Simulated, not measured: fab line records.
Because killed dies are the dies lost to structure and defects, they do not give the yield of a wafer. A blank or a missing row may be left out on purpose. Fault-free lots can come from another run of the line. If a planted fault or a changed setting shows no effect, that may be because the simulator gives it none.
Chamber matching -- flow n5Finfet -- N5_BEOL_M0_SAQP_ETCH_106 on rieDiel-05: 4 sister chambers
The step etches SOC in N2/H2, stops on SiNx, target depth 150 nm. 4 wafers are shown with their chamber, then 9 later ones without.

WAFERS, EACH WITH ITS CHAMBER
wafer,chamber,drypumpMotorCurrentA (A)
L086.5,1,5.8
L088.1,3,6.1
L088.2,2,6.3
L088.6,0,6.3

WAFERS MISSING THEIR CHAMBER
wafer,drypumpMotorCurrentA (A)
L089.1,5.8
L089.3,6.3
L089.5,6.3
L093.1,6.1
L093.3,6.4
L093.5,6.3
L097.2,6.4
L097.3,6.3
L097.4,5.9

EACH ONE'S CHAMBER
wafer,from the rows above,in truth
L089.1,1,1
L089.3,can't be placed: 0 or 2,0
L089.5,can't be placed: 0 or 2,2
L093.1,3,3
L093.3,can't be placed: 0 or 2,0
L093.5,can't be placed: 0 or 2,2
L097.2,can't be placed: 0 or 2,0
L097.3,can't be placed: 0 or 2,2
L097.4,can't be placed: 1 or 3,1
Correct placement for 2 of the 9. Unplaceable from these rows: 7, with the true chamber sitting among the candidates in 7. Number placed wrongly: 0.
How it was worked out, from the rows above alone: a wafer's distance from a chamber is the root of the sum, over the readings, of the square of ((its reading less the chamber's mean) divided by the reading's scatter). The wafer belongs to the nearest chamber; if the next one is less than 2 further off, it can't be placed. Each chamber's mean is taken over the wafers shown for it. The scatter (one wafer shown for each chamber): square how far every hidden wafer sits from the nearest shown wafer, average those squares and take the square root.
